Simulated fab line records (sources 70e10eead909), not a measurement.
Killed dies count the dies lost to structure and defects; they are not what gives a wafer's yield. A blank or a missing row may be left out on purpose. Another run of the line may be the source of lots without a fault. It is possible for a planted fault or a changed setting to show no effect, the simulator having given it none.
Chamber matching    flow nand_harc    4 sister chambers for NHARC_P_GATE_DESCUM_93 on rie_diel-06
The step chemistry O2, time 3 s. 14 wafers are shown with their chamber, then 7 later ones without.

== EACH WAFER AND ITS CHAMBER ==
wafer   chamber  showerhead_plenum_p_Torr (Torr)  oes_product_au (a.u.)  chamber_pressure_mTorr (mTorr)
L388.1  2        1.88                             0.995                  60.04
L388.3  1        1.92                             1.005                  60.10
L388.4  0        1.97                             1.002                  59.94
L389.2  0        1.97                             0.985                  59.96
L389.5  3        1.98                             1.013                  59.99
L389.6  0        1.97                             1.002                  59.94
L401.2  0        1.96                             0.997                  59.96
L401.4  2        1.87                             0.996                  60.05
L401.5  3        1.97                             1.014                  59.93
L406.2  0        1.96                             0.996                  59.97
L406.5  2        1.87                             0.978                  60.10
L406.6  1        1.91                             1.004                  60.03
L407.1  0        1.96                             1.009                  59.98
L407.3  3        1.96                             1.015                  59.90

SIGNATURES, as means of the wafers listed above
reading                   chamber 0  chamber 1  chamber 2  chamber 3  scatter within a chamber
showerhead_plenum_p_Torr  1.9650     1.9150     1.8733     1.9700     0.00683
oes_product_au            0.99850    1.00450    0.98967    1.01400    0.0073
chamber_pressure_mTorr    59.9583    60.0650    60.0633    59.9400    0.0316
Rule: distance of a wafer from a chamber = root of the sum over the readings of ((wafer's reading minus chamber's mean) / reading's scatter) squared. If the next closest chamber is less than 2 further off than the closest, the wafer can't be placed; otherwise it belongs to the closest. The scatter: the root of (the sum of the squares of (reading less its chamber's mean) over the shown wafers, divided by (wafers less chambers)).

== WAFERS WITH NO CHAMBER GIVEN ==
wafer   showerhead_plenum_p_Torr (Torr)  oes_product_au (a.u.)  chamber_pressure_mTorr (mTorr)
L407.5  1.96                             1.017                  59.96
L408.2  1.96                             1.007                  59.98
L408.3  1.91                             1.015                  60.03
L408.4  1.87                             0.993                  59.90
L409.1  1.96                             0.996                  60.01
L409.2  1.91                             1.001                  59.88
L409.6  1.96                             0.998                  60.02

== WHICH CHAMBER EACH ONE RAN IN ==
wafer   from the rows above      in truth
L407.5  can't be placed: 3 or 0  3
L408.2  can't be placed: 0 or 3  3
L408.3  1                        1
L408.4  2                        2
L409.1  can't be placed: 0 or 3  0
L409.2  1                        1
L409.6  can't be placed: 0 or 3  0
Placed correctly: 3 of 7. These rows do not allow placing 4 (true chamber among the candidates in 4). Number placed wrongly: 0.
